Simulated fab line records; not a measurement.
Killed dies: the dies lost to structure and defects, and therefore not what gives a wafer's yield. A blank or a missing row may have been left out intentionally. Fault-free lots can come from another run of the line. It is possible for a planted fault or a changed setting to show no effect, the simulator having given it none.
fab line records	flow nandHarc
[record] lots = 24	wafers = 72	lastDay = 34
route steps=1302 shown A_SGD_CUT@921 A_SLIT@922 A_SIN_REMOVE@951 A_WL_FILL@952
lots with no fault: from the same line, run without faults
startH: the number of hours between the record's first day and the start of the first shown wafer of the lot	waitH: hours since the lot's step before	" unchanged from the row above	L1.1+2: a row that stands for several wafers	- value missing, or start not given	* or withheld: withheld	< > ~ a bound
route shown NAME@n: NAME is a module with steps in the file, n the number in the route of the first one	usual: mean/standard deviation taken from wafers without a fault	same: alike in all rows	chamber/n: place in a boat	sites: the reading at each site	_std_site: standard deviation of those values	_edge_site: outer sites' mean less inner sites'	radiusMm: for every site, how far away it sits from the centre of the wafer	mask NAME#n: copy n	behind: the tool/chamber that last shaped the wafer	hold: why the lot went on hold/how many hours it stayed there/how the hold came to an end	device: the n, p or np transistor that did not switch	end of line: the same wafers' tests at the end of the route	a step without rows: its recipe alone	killed: not the wafer's yield, but the dies lost to structure and defects at the first sort	map: a wafer's dies, marking killed ones x, the rest . and places with no die _
set.NAME: the setting the step ran with; set.NAME@STEP: the setting that earlier step ran with	model.NAME: the simulator's own value behind a step, which no gauge read
the route's steps for a sample of lots (tables are steps, rows are wafers)
services: the hour from which a tool's chamber was out of use, counted from the record's first day as startH (under 0 if before that day), plus the number of hours and why
[[steps]]
[step NHARC_A_SGD_CUT_INSPECT_25]
[usual] rawDefectCount = 387/92
lot.wafer	tool	chamber	startH	waitH	rawDefectCount
L075.1	defectInspect-02	-	451.02	-	409
L075.2	"	-	"	"	420
L075.4	"	-	"	"	397
L076.3	defectInspect-02	-	451.03	-	366
L076.5	"	-	"	"	324
L076.6	"	-	"	"	324
L074.1	defectInspect-02	-	451.18	-	285
L074.2	"	-	"	"	368
L074.3	"	-	"	"	331
L077.1	defectInspect-02	-	469.70	-	488
L077.2	"	-	"	"	417
L077.3	"	-	"	"	693
L078.1	defectInspect-01	-	483.20	-	395
L078.4	"	-	"	"	359
L078.5	"	-	"	"	523
L079.4	defectInspect-01	-	502.73	-	270
L079.5	"	-	"	"	317
L079.6	"	-	"	"	337
L080.1	defectInspect-02	-	502.74	-	364
L080.2	"	-	"	"	396
L080.4	"	-	"	"	410
L081.2	defectInspect-02	-	514.61	-	428
L081.3	"	-	"	"	427
L081.6	"	-	"	"	479
L082.2	defectInspect-01	-	514.62	-	442
L082.5	"	-	"	"	379
L082.6	"	-	"	"	425
L084.2	defectInspect-02	-	539.42	-	464
L084.4	"	-	"	"	462
L084.6	"	-	"	"	328
L083.2	defectInspect-01	-	539.43	-	378
L083.4	"	-	"	"	463
L083.5	"	-	"	"	546
L085.2	defectInspect-02	-	539.60	-	335
L085.3	"	-	"	"	339
L085.4	"	-	"	"	368
L087.2	defectInspect-02	-	572.50	-	382
L087.3	"	-	"	"	400
L087.4	"	-	"	"	389
L086.2	defectInspect-02	-	572.55	-	360
L086.3	"	-	"	"	316
L086.5	"	-	"	"	392
L089.1	defectInspect-01	-	590.40	-	393
L089.2	"	-	"	"	298
L089.4	"	-	"	"	344
L090.2	defectInspect-02	-	590.41	-	611
L090.3	"	-	"	"	386
L090.6	"	-	"	"	338
L088.2	defectInspect-01	-	590.51	-	331
L088.3	"	-	"	"	370
L088.6	"	-	"	"	305
L092.1	defectInspect-02	-	624.51	-	368
L092.5	"	-	"	"	377
L092.6	"	-	"	"	376
L091.1	defectInspect-01	-	624.51	-	430
L091.3	"	-	"	"	677
L091.4	"	-	"	"	464
L093.1	defectInspect-01	-	634.57	-	340
L093.3	"	-	"	"	354
L093.5	"	-	"	"	276
L094.3	defectInspect-02	-	644.36	-	251
L094.4	"	-	"	"	257
L094.5	"	-	"	"	259
L095.1	defectInspect-01	-	662.35	-	228
L095.4	"	-	"	"	293
L095.5	"	-	"	"	363
L096.3	defectInspect-02	-	662.36	-	337
L096.4	"	-	"	"	347
L096.5	"	-	"	"	339
L097.1	defectInspect-02	-	671.98	-	461
L097.4	"	-	"	"	409
L097.5	"	-	"	"	438
[step NHARC_A_SLIT_DEP_25]
[recipe] targetThkA = 2000	tempC = 400	pressureTorr = 6.5	rfW = 900	teosFlowSccm = 161.4	flowSccm = 2650	targetThkNm = 200	gas = O2	material = SiO2
[usual] chamberPressureTorr = 6.500/0.014	heaterPowerW = 591/90	susceptorTempC = 400.00/0.23	throttleValvePct = 15.8/0.53
lot.wafer	tool	chamber	startH	waitH	chamberPressureTorr	heaterPowerW	susceptorTempC	throttleValvePct
L075.1	pecvd-01	2	451.09	0.1	6.520	666	400.30	15.1
L075.2	"	0	"	"	6.501	489	400.08	16.2
L075.4	"	1	"	"	6.500	487	400.07	15.6
L074.1	pecvd-02	0	451.32	0.1	6.489	726	399.92	15.8
L074.2	"	1	"	"	6.524	694	400.36	16.5
L074.3	"	2	"	"	6.507	468	400.03	15.4
L076.3	pecvd-01	0	451.40	0.4	6.503	572	400.32	15.8
L076.6	"	2	"	"	6.513	704	400.10	15.4
L076.5	"	0	"	"	6.501	602	400.03	15.8
L077.3	pecvd-02	1	469.77	0.1	6.478	667	400.24	16.5
L077.1	"	2	"	"	6.516	404	399.76	15.6
L077.2	"	0	"	"	6.502	655	399.65	15.8
L078.1	pecvd-01	1	483.30	0.1	6.483	552	399.82	15.9
L078.4	"	1	"	"	6.485	563	400.10	15.8
L078.5	"	2	"	"	6.510	729	399.95	15.6
L079.5	pecvd-02	2	503.13	0.4	6.517	473	399.96	15.8
L079.6	"	0	"	"	6.487	609	400.01	15.8
L079.4	"	1	"	"	6.492	578	399.86	16.5
L080.1	pecvd-04	2	503.16	0.4	6.514	693	400.15	16.8
L080.2	"	1	"	"	6.475	552	400.04	15.2
L080.4	"	0	"	"	6.489	502	400.18	15.9
L081.3	pecvd-04	0	514.68	0.1	6.506	436	399.86	15.6
L081.2	"	2	"	"	6.497	567	400.10	16.8
L081.6	"	1	"	"	6.492	647	399.76	15.2
L082.2	pecvd-01	2	514.72	0.1	6.505	624	399.63	15.2
L082.5	"	1	"	"	6.512	565	399.89	15.6
L082.6	"	2	"	"	6.484	651	399.57	14.9
L084.2	pecvd-02	1	539.49	0.1	6.518	643	400.08	16.6
L084.6	"	1	"	"	6.524	643	399.92	16.6
L084.4	"	0	"	"	6.513	691	399.73	16.1
L083.2	pecvd-01	2	539.53	0.1	6.526	637	399.39	14.9
L083.4	"	1	"	"	6.502	589	400.09	15.3
L083.5	"	2	"	"	6.503	656	399.71	15.0
L085.3	pecvd-04	0	539.67	0.1	6.498	486	400.34	15.9
L085.2	"	1	"	"	6.498	514	399.59	15.3
L085.4	"	1	"	"	6.498	516	399.66	15.2
L087.2	pecvd-04	1	572.60	0.1	6.498	603	400.10	15.3
L087.3	"	2	"	"	6.511	701	399.96	16.8
L087.4	"	2	"	"	6.498	692	400.07	16.9
L086.2	pecvd-01	1	572.61	0.1	6.502	633	400.61	15.6
L086.3	"	0	"	"	6.509	580	399.90	15.8
L086.5	"	2	"	"	6.501	566	399.70	14.9
L090.3	pecvd-04	2	590.47	0.1	6.495	683	400.06	17.2
L090.2	"	0	"	"	6.522	501	400.11	15.8
L090.6	"	1	"	"	6.489	624	400.06	15.4
L088.2	pecvd-01	1	590.73	0.2	6.485	654	400.15	15.5
L088.3	"	0	"	"	6.506	484	399.77	15.7
L088.6	"	1	"	"	6.487	648	399.78	15.6
L089.2	pecvd-04	2	590.74	0.3	6.503	683	400.26	17.0
L089.1	"	0	"	"	6.495	533	400.07	15.8
L089.4	"	0	"	"	6.511	529	400.15	16.1
L091.3	pecvd-01	2	624.58	0.1	6.491	592	399.60	15.4
L091.1	"	0	"	"	6.480	495	400.07	15.9
L091.4	"	1	"	"	6.491	581	400.30	15.7
L092.1	pecvd-02	2	624.66	0.1	6.474	348	399.72	15.3
L092.6	"	0	"	"	6.478	673	400.12	16.4
L092.5	"	1	"	"	6.497	724	400.10	16.5
L093.1	pecvd-01	2	634.64	0.1	6.511	684	400.36	15.1
L093.3	"	1	"	"	6.511	655	399.90	15.8
L093.5	"	1	"	"	6.511	654	400.30	15.6
L094.3	pecvd-01	2	644.42	0.1	6.492	587	400.02	15.1
L094.5	"	0	"	"	6.502	554	400.39	16.1
L094.4	"	1	"	"	6.482	631	399.82	15.6
L095.1	pecvd-02	1	662.42	0.1	6.514	677	399.99	16.3
L095.5	"	1	"	"	6.518	695	399.95	16.2
L095.4	"	2	"	"	6.508	362	399.95	15.4
L096.3	pecvd-04	0	662.43	0.1	6.475	529	400.43	15.3
L096.5	"	0	"	"	6.489	538	399.89	15.5
L096.4	"	2	"	"	6.507	679	399.53	16.4
L097.1	pecvd-01	0	672.05	0.1	6.507	501	400.16	15.8
L097.4	"	0	"	"	6.468	520	400.09	16.1
L097.5	"	2	"	"	6.510	676	400.08	15.0
[step NHARC_A_SLIT_DEP_23]
[recipe] targetThkA = 1000	targetThkNm = 100	tempC = 400	pressureTorr = 3.5	flowSccm = 200	rfW = 350	material = SiON
[usual] chamberPressureTorr = 3.501/0.0079	heaterPowerW = 776/84	susceptorTempC = 400.00/0.22
lot.wafer	tool	chamber	startH	waitH	chamberPressureTorr	heaterPowerW	susceptorTempC
L075.1	pecvd-02	0	455.24	3.1	3.505	874	400.02
L075.2	"	1	"	"	3.493	853	399.90
L075.4	"	2	"	"	3.505	685	400.27
L074.2	pecvd-01	1	458.75	2.5	3.506	711	400.03
L074.1	"	2	"	"	3.488	897	399.75
L074.3	"	0	"	"	3.513	800	400.06
L076.3	pecvd-01	1	459.02	1.9	3.509	765	399.91
L076.6	"	2	"	"	3.514	937	399.88
L076.5	"	0	"	"	3.504	682	399.80
L077.3	pecvd-04	1	474.17	1.9	3.507	762	399.81
L077.1	"	2	"	"	3.491	759	400.08
L077.2	"	0	"	"	3.509	701	399.58
L078.1	pecvd-01	2	487.63	3.2	3.508	920	400.18
L078.5	"	1	"	"	3.495	752	399.77
L078.4	"	2	"	"	3.518	919	399.81
L079.4	pecvd-01	2	508.01	1.5	3.494	752	399.72
L079.5	"	0	"	"	3.499	676	400.03
L079.6	"	1	"	"	3.496	814	400.02
L080.2	pecvd-02	0	508.66	2.5	3.499	795	399.82
L080.1	"	1	"	"	3.506	781	399.80
L080.4	"	2	"	"	3.495	558	399.82
L081.3	pecvd-04	2	520.58	1.9	3.489	866	400.04
L081.2	"	0	"	"	3.483	703	400.48
L081.6	"	2	"	"	3.507	879	400.34
L082.2	pecvd-04	1	521.01	2.5	3.497	810	399.93
L082.6	"	1	"	"	3.509	791	399.60
L082.5	"	0	"	"	3.509	646	400.17
L084.2	pecvd-02	0	543.68	2.6	3.510	765	400.07
L084.6	"	2	"	"	3.490	699	399.59
L084.4	"	0	"	"	3.491	771	400.26
L085.3	pecvd-02	1	544.08	1.9	3.507	849	400.09
L085.2	"	2	"	"	3.501	678	399.80
L085.4	"	1	"	"	3.505	867	399.88
L083.2	pecvd-04	2	544.08	2.6	3.493	840	400.13
L083.5	"	0	"	"	3.509	673	400.09
L083.4	"	2	"	"	3.501	844	399.97
L087.3	pecvd-01	1	576.64	1.9	3.483	849	399.84
L087.2	"	0	"	"	3.496	763	399.68
L087.4	"	0	"	"	3.489	779	399.87
L086.3	pecvd-04	0	576.78	2.0	3.489	702	399.81
L086.2	"	1	"	"	3.506	716	399.82
L086.5	"	0	"	"	3.485	696	399.99
L090.2	pecvd-01	1	594.66	2.6	3.489	829	400.07
L090.3	"	2	"	"	3.508	854	400.08
L090.6	"	0	"	"	3.494	780	399.97
L089.1	pecvd-01	2	594.81	3.2	3.502	718	400.04
L089.2	"	1	"	"	3.498	760	400.28
L089.4	"	0	"	"	3.505	666	399.84
L088.2	pecvd-04	0	597.98	2.5	3.500	710	400.13
L088.3	"	1	"	"	3.487	747	399.98
L088.6	"	2	"	"	3.515	777	399.72
L091.3	pecvd-02	2	628.67	1.9	3.510	642	400.02
L091.1	"	1	"	"	3.494	830	400.00
L091.4	"	1	"	"	3.495	854	400.27
L092.1	pecvd-01	0	628.68	3.1	3.497	678	399.88
L092.6	"	0	"	"	3.493	693	400.12
L092.5	"	2	"	"	3.501	849	400.37
L093.3	pecvd-02	2	640.83	1.9	3.510	641	399.67
L093.1	"	1	"	"	3.510	877	400.47
L093.5	"	0	"	"	3.499	857	400.07
L094.3	pecvd-02	0	648.94	2.0	3.507	864	400.23
L094.4	"	1	"	"	3.499	917	400.00
L094.5	"	2	"	"	3.489	647	399.97
L095.1	pecvd-02	0	666.87	3.3	3.499	787	400.05
L095.5	"	2	"	"	3.507	661	399.57
L095.4	"	0	"	"	3.501	793	399.96
L096.3	pecvd-04	2	666.96	2.0	3.491	717	400.34
L096.5	"	1	"	"	3.492	842	399.95
L096.4	"	2	"	"	3.500	710	400.25
L097.1	pecvd-04	2	676.86	3.2	3.482	877	400.31
L097.5	"	1	"	"	3.504	736	400.41
L097.4	"	0	"	"	3.494	722	400.03
[step NHARC_A_SLIT_CD_MEAS_21]
[usual] cdNm = 289.3/0.77
lot.wafer	tool	chamber	startH	waitH	cdNm
L075.1	cdSem-02	-	462.82	-	289.5
L075.2	"	-	"	"	290.0
L075.4	"	-	"	"	289.9
L074.1	cdSem-02	-	465.89	-	290.0
L074.2	"	-	"	"	289.7
L074.3	"	-	"	"	289.5
L076.3	cdSem-01	-	466.61	-	290.4
L076.5	"	-	"	"	289.6
L076.6	"	-	"	"	288.7
L077.1	cdSem-01	-	481.27	-	289.4
L077.2	"	-	"	"	289.5
L077.3	"	-	"	"	289.9
L078.1	cdSem-01	-	494.72	-	288.8
L078.4	"	-	"	"	289.6
L078.5	"	-	"	"	290.2
L079.4	cdSem-01	-	515.03	-	289.8
L079.5	"	-	"	"	289.0
L079.6	"	-	"	"	289.4
L080.1	cdSem-01	-	515.79	-	289.3
L080.2	"	-	"	"	289.6
L080.4	"	-	"	"	289.7
L081.2	cdSem-01	-	527.60	-	287.3
L081.3	"	-	"	"	287.4
L081.6	"	-	"	"	286.3
L082.2	cdSem-01	-	530.49	-	289.9
L082.5	"	-	"	"	289.2
L082.6	"	-	"	"	289.4
L084.2	cdSem-02	-	551.59	-	289.4
L084.4	"	-	"	"	289.8
L084.6	"	-	"	"	289.1
L083.2	cdSem-01	-	551.74	-	288.9
L083.4	"	-	"	"	289.2
L083.5	"	-	"	"	289.0
L085.2	cdSem-02	-	555.48	-	289.5
L085.3	"	-	"	"	289.8
L085.4	"	-	"	"	289.1
L087.2	cdSem-03	-	583.79	-	289.6
L087.3	"	-	"	"	289.5
L087.4	"	-	"	"	289.2
L086.2	cdSem-03	-	583.98	-	289.3
L086.3	"	-	"	"	289.9
L086.5	"	-	"	"	289.7
L090.2	cdSem-03	-	601.79	-	288.0
L090.3	"	-	"	"	287.8
L090.6	"	-	"	"	287.8
L089.1	cdSem-02	-	602.24	-	288.8
L089.2	"	-	"	"	288.1
L089.4	"	-	"	"	289.0
L088.2	cdSem-03	-	605.66	-	289.4
L088.3	"	-	"	"	288.7
L088.6	"	-	"	"	289.3
L092.1	cdSem-02	-	635.99	-	289.5
L092.5	"	-	"	"	289.8
L092.6	"	-	"	"	289.3
L091.1	cdSem-03	-	636.12	-	288.6
L091.3	"	-	"	"	288.4
L091.4	"	-	"	"	289.3
L093.1	cdSem-02	-	648.01	-	289.1
L093.3	"	-	"	"	289.1
L093.5	"	-	"	"	289.2
L094.3	cdSem-01	-	656.08	-	291.0
L094.4	"	-	"	"	289.8
L094.5	"	-	"	"	290.2
L095.1	cdSem-03	-	673.98	-	289.5
L095.4	"	-	"	"	289.5
L095.5	"	-	"	"	288.9
L096.3	cdSem-01	-	674.42	-	290.3
L096.4	"	-	"	"	290.2
L096.5	"	-	"	"	289.5
L097.1	cdSem-03	-	684.34	-	289.8
L097.4	"	-	"	"	289.6
L097.5	"	-	"	"	289.4
[step NHARC_A_SIN_REMOVE_INSPECT_04]
[usual] rawDefectCount = 389/88
lot.wafer	tool	chamber	startH	waitH	rawDefectCount
L075.1	defectInspect-02	-	469.46	0.0	392
L075.2	"	-	"	"	334
L075.4	"	-	"	"	309
L074.1	defectInspect-01	-	472.54	0.0	329
L074.2	"	-	"	"	364
L074.3	"	-	"	"	375
L076.3	defectInspect-02	-	472.57	0.0	330
L076.5	"	-	"	"	267
L076.6	"	-	"	"	308
L077.1	defectInspect-02	-	487.89	0.0	477
L077.2	"	-	"	"	384
L077.3	"	-	"	"	713
L078.1	defectInspect-02	-	501.43	0.0	411
L078.4	"	-	"	"	356
L078.5	"	-	"	"	506
L079.4	defectInspect-02	-	521.69	0.0	315
L079.5	"	-	"	"	350
L079.6	"	-	"	"	372
L080.1	defectInspect-02	-	521.70	0.0	361
L080.2	"	-	"	"	365
L080.4	"	-	"	"	390
L081.2	defectInspect-01	-	534.27	0.0	443
L081.3	"	-	"	"	384
L081.6	"	-	"	"	383
L082.2	defectInspect-01	-	539.59	0.0	492
L082.5	"	-	"	"	402
L082.6	"	-	"	"	444
L083.2	defectInspect-01	-	558.17	0.0	412
L083.4	"	-	"	"	501
L083.5	"	-	"	"	558
L084.2	defectInspect-02	-	558.18	0.0	431
L084.4	"	-	"	"	417
L084.6	"	-	"	"	322
L085.2	defectInspect-01	-	562.08	0.0	361
L085.3	"	-	"	"	331
L085.4	"	-	"	"	370
L087.2	defectInspect-01	-	590.41	0.0	406
L087.3	"	-	"	"	359
L087.4	"	-	"	"	352
L086.2	defectInspect-02	-	590.42	0.0	344
L086.3	"	-	"	"	367
L086.5	"	-	"	"	390
L089.1	defectInspect-02	-	608.44	0.0	390
L089.2	"	-	"	"	341
L089.4	"	-	"	"	378
L090.2	defectInspect-01	-	608.45	0.0	620
L090.3	"	-	"	"	402
L090.6	"	-	"	"	352
L088.2	defectInspect-01	-	612.38	0.0	358
L088.3	"	-	"	"	383
L088.6	"	-	"	"	298
L091.1	defectInspect-02	-	642.58	0.0	357
L091.3	"	-	"	"	631
L091.4	"	-	"	"	448
L092.1	defectInspect-01	-	642.59	0.0	412
L092.5	"	-	"	"	417
L092.6	"	-	"	"	460
L093.1	defectInspect-02	-	654.75	0.0	354
L093.3	"	-	"	"	367
L093.5	"	-	"	"	287
L094.3	defectInspect-01	-	662.71	0.0	295
L094.4	"	-	"	"	280
L094.5	"	-	"	"	292
L095.1	defectInspect-02	-	680.64	0.0	220
L095.4	"	-	"	"	292
L095.5	"	-	"	"	365
L096.3	defectInspect-01	-	680.64	0.0	378
L096.4	"	-	"	"	382
L096.5	"	-	"	"	350
L097.1	defectInspect-01	-	690.98	0.0	377
L097.4	"	-	"	"	394
L097.5	"	-	"	"	438
[step NHARC_A_WL_FILL_ALD_00]
[recipe] targetThkA = 30	pulseTimeS = 3	aldCycles = 30	tempC = 300	material = Al2O3
[usual] heaterPowerW = 481/71	precursorPulseHeightRel = 0.999/0.019	susceptorTempC = 299.99/0.18
lot.wafer	tool	chamber	startH	waitH	heaterPowerW	precursorPulseHeightRel	susceptorTempC
L075.1	aldHk-02	2	469.52	0.1	445	0.978	-
L075.2	"	3	"	"	403	1.011	-
L075.4	"	0	"	"	630	1.011	-
L074.1	aldHk-03	2	472.61	0.1	459	1.026	300.05
L074.2	"	3	"	"	527	0.980	300.12
L074.3	"	0	"	"	465	0.973	299.89
L076.3	aldHk-01	0	472.66	0.1	400	0.995	300.14
L076.6	"	3	"	"	517	1.025	299.85
L076.5	"	0	"	"	403	1.028	299.95
L077.3	aldHk-01	0	487.95	0.1	407	1.008	-
L077.2	"	1	"	"	481	0.969	-
L077.1	"	2	"	"	501	0.995	-
L078.1	aldHk-03	0	501.49	0.1	466	1.009	299.92
L078.4	"	2	"	"	456	1.016	299.85
L078.5	"	0	"	"	459	0.978	300.07
L079.4	aldHk-02	3	521.75	0.1	403	0.978	299.99
L079.6	"	3	"	"	408	1.000	300.10
L079.5	"	0	"	"	645	1.044	299.83
L080.4	aldHk-02	2	521.92	0.2	452	1.013	300.26
L080.1	"	3	"	"	406	0.979	299.98
L080.2	"	0	"	"	639	0.980	299.81
L081.2	aldHk-01	2	534.36	0.1	511	0.993	300.37
L081.3	"	0	"	"	411	1.003	299.76
L081.6	"	2	"	"	497	1.027	300.35
L082.2	aldHk-02	2	539.73	0.1	417	1.010	300.02
L082.5	"	3	"	"	413	0.994	299.58
L082.6	"	0	"	"	630	1.008	299.86
L083.4	aldHk-02	2	558.29	0.1	423	0.986	300.08
L083.2	"	3	"	"	414	1.002	300.48
L083.5	"	1	"	"	436	0.978	300.18
L084.2	aldHk-02	2	558.40	0.2	432	0.992	299.92
L084.4	"	0	"	"	624	1.010	300.17
L084.6	"	3	"	"	406	0.993	300.11
L085.4	aldHk-02	2	562.14	0.1	434	1.002	299.92
L085.2	"	3	"	"	409	0.999	300.00
L085.3	"	0	"	"	632	1.036	299.93
L087.2	aldHk-03	1	590.47	0.1	577	0.998	299.85
L087.3	"	2	"	"	447	1.032	299.78
L087.4	"	0	"	"	443	1.013	299.73
L086.2	aldHk-02	2	590.48	0.1	425	0.995	300.01
L086.3	"	1	"	"	444	1.022	299.89
L086.5	"	3	"	"	400	1.015	299.90
L090.2	aldHk-03	0	608.51	0.1	448	1.042	299.70
L090.3	"	3	"	"	529	0.992	300.11
L090.6	"	0	"	"	460	0.995	299.82
L089.2	aldHk-01	1	608.51	0.1	482	1.009	300.18
L089.1	"	2	"	"	504	1.016	299.77
L089.4	"	0	"	"	407	1.026	300.26
L088.3	aldHk-01	3	612.47	0.1	505	1.009	299.98
L088.2	"	0	"	"	403	1.021	300.10
L088.6	"	3	"	"	512	0.988	299.82
L091.3	aldHk-01	3	642.65	0.1	506	1.003	299.99
L091.1	"	0	"	"	406	1.004	299.77
L091.4	"	2	"	"	498	0.982	299.91
L092.1	aldHk-03	2	642.76	0.2	448	0.977	299.94
L092.5	"	1	"	"	577	0.998	300.03
L092.6	"	2	"	"	455	1.018	299.72
L093.3	aldHk-02	3	655.70	0.9	410	1.002	299.87
L093.1	"	1	"	"	439	1.016	299.96
L093.5	"	0	"	"	639	1.016	299.98
L094.4	aldHk-03	0	662.77	0.1	453	1.016	299.80
L094.3	"	1	"	"	575	1.015	299.61
L094.5	"	0	"	"	451	0.931	299.89
L095.4	aldHk-02	3	680.70	0.1	409	0.996	300.10
L095.1	"	2	"	"	436	0.976	299.98
L095.5	"	3	"	"	407	1.006	300.22
L096.3	aldHk-01	1	680.71	0.1	482	1.023	300.01
L096.4	"	2	"	"	509	0.999	299.84
L096.5	"	2	"	"	496	0.973	300.15
L097.4	aldHk-01	0	691.05	0.1	398	0.996	300.10
L097.1	"	3	"	"	500	0.968	300.28
L097.5	"	0	"	"	396	0.996	299.98
[[services]]
tool	chamber	startH	hours	kind
pecvd-04	-	450.11	13.0	pm
aldHk-03	-	451.16	1.5	repair
aldHk-01	-	474.40	10.0	pm
pecvd-01	-	492.00	13.0	pm
pecvd-01	0	492.00	13.0	ventCycle
pecvd-01	1	492.00	13.0	ventCycle
pecvd-01	2	492.00	13.0	ventCycle
pecvd-01	0	505.00	-	clean
pecvd-01	1	505.00	-	clean
pecvd-01	2	505.00	-	clean
aldHk-03	-	568.00	10.0	pm
pecvd-02	-	575.89	1.4	repair
pecvd-02	-	589.33	13.0	pm
pecvd-02	0	606.05	12.2	repair
pecvd-02	-	613.46	1.4	repair
pecvd-04	-	631.11	13.0	pm
aldHk-01	-	645.69	3.8	repair
pecvd-01	-	647.51	0.3	repair
aldHk-01	-	654.11	10.0	pm
aldHk-03	-	657.80	0.6	repair
pecvd-01	-	673.00	13.0	pm
pecvd-01	0	673.00	13.0	ventCycle
pecvd-01	1	673.00	13.0	ventCycle
pecvd-01	2	673.00	13.0	ventCycle
[[key]]
fault none
